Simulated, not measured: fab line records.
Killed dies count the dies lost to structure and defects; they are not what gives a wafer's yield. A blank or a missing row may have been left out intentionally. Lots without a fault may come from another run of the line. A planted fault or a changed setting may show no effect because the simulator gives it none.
Comparing a struck lot with a sound one | flow nand-harc | 15 out of 1302 route steps
Sound: wafers L861.1, L861.2, L861.6. Struck: wafer L874.6 (left out: L874.4, L874.5 of the same lot, which were not struck); the cause appears at the end.
At each step with rows: each side's tool, then ch and its chambers, then its first start. Under that, the readings that differ: sound wafers | struck wafers | difference of the means | sigmas: that difference in standard deviations of wafers without a fault.
alike: words and numbers the same on both sides, and readings whose means are apart by under 2 such deviations; not compared: readings that were withheld, readings missing a value for some wafer, numbers with overlapping values and no deviation given by the record, and bounds like >300 which may hide the same value.
The two part at a step that has a row with sigmas, a row that says differs or no value, or rows on one side only. Numbers that have no deviation but don't overlap get no sigmas and don't part them. A reading that every wafer of one side lacks parts them only if that side has two wafers or more.

first, 4 steps without rows for these wafers: NHARC_A_M1_EBR_05; NHARC_A_M1_EXPOSE_06 (exposes mask A M1, target cd 120 nm); NHARC_A_M1_PEB_07 (peb time 65 s); NHARC_A_M1_DEVELOP_08 (develop time 35 s).
NHARC_A_M1_CD_MEAS_09 targets a cd of 120 nm.
  sound on cd-sem-02 ch 0, day 24 00:08; struck on cd-sem-01 ch 0, day 30 10:49
  alike: cd-nm
NHARC_A_M1_OVL_MEAS_10: pitch 240 nm.
  sound: overlay-01 at day 24 00:14; struck: overlay-01 at day 30 10:54
  reading           | sound       | struck | difference | sigmas
  overlay-y-nm (nm) | 0.1 0.0 0.4 | -2.0   | -2.2       | -3
  alike: overlay-x-nm
NHARC_A_M1_INSPECT_11:
  sound: defect-inspect-02 at day 24 00:16; struck: defect-inspect-01 at day 30 10:56
  alike: raw-defect-count
NHARC_A_M1_DESCUM_14: chemistry O2, time 3 s.
  sound on rie-diel-13 ch 1,2,3, day 24 00:20; struck on rie-diel-11 ch 1, day 30 11:00
  alike: drypump-motor-current-A, oes-product-au, rf-vpp-V, showerhead-plenum-p-Torr, throttle-valve-pct
  not compared: rf-hours-counter-h
NHARC_A_M1_ETCH_35: etches the open film in N2/H2, target depth 40 nm, overetch 12 nm, time 43.94 s.
  sound on rie-diel-13 ch 0,1,2, day 24 00:25; struck on rie-diel-11 ch 2, day 30 11:05
  alike: drypump-motor-current-A, oes-product-au, rf-fwd-power-W, rf-vpp-V, run-length-s, showerhead-plenum-p-Torr, throttle-valve-pct
  not compared: rf-hours-counter-h
NHARC_A_M1_ETCH_15: etches the open film in C4F8/Ar, target depth 182.5 nm, time 91.2 s.
  sound on rie-diel-13 ch 1,3; struck on rie-diel-11 ch 2
  reading      | sound             | struck | difference | sigmas
  rf-vpp-V (V) | 440.1 442.9 441.2 | 437.1  | -4.3       | -2
  alike: oes-product-au, rf-fwd-power-W, run-length-s
  not compared: rf-hours-counter-h
NHARC_A_M1_CD_MEAS_16:
  sound: cd-sem-02 at day 24 01:06; struck: cd-sem-02 at day 30 11:18
  reading    | sound             | struck | difference | sigmas
  cd-nm (nm) | 118.9 120.0 119.7 | 120.8  | +1.3       | +2
NHARC_A_M1_STRIP_18: strips in N2/H2.
  sound on rie-diel-13 ch 0,2, day 24 01:11; struck on rie-diel-13 ch 0, day 30 11:28
  alike: drypump-motor-current-A, oes-product-au, rf-fwd-power-W, rf-vpp-V, showerhead-plenum-p-Torr, throttle-valve-pct
  not compared: rf-hours-counter-h
NHARC_A_M1_ETCH_28: etches the open film in CF4/N2, target depth 30 nm, time 72.99 s.
  sound on rie-diel-13 ch 0,2, day 24 01:25; struck on rie-diel-13 ch 0, day 30 11:41
  reading          | sound          | struck | difference | sigmas
  run-length-s (s) | 94.7 95.2 95.2 | 79.0   | -16.0      | -39
  alike: cf4-flow-sccm, drypump-motor-current-A, oes-product-au, rf-vpp-V, showerhead-plenum-p-Torr, throttle-valve-pct
  not compared: rf-fwd-power-W, rf-hours-counter-h
then, 1 step without rows for these wafers: NHARC_A_M1_STRIP_19 (strips in post etch residue remover, time 600 s).
NHARC_END_SORT_01:
  sound on prober-01 ch 0, day 25 09:07; struck on prober-01 ch 0, day 32 04:25
  alike: defect-limited-yield, killed-at-array, killed-at-other, killed-at-periphery, killed-dies, killed-open, killed-short

## WHERE THEY PART
Earliest at NHARC_A_M1_OVL_MEAS_10; latest, in this record, at NHARC_A_M1_ETCH_28. Later steps at which nothing parts them and some readings are alike: NHARC_END_SORT_01.

WHY: what the simulator had put in
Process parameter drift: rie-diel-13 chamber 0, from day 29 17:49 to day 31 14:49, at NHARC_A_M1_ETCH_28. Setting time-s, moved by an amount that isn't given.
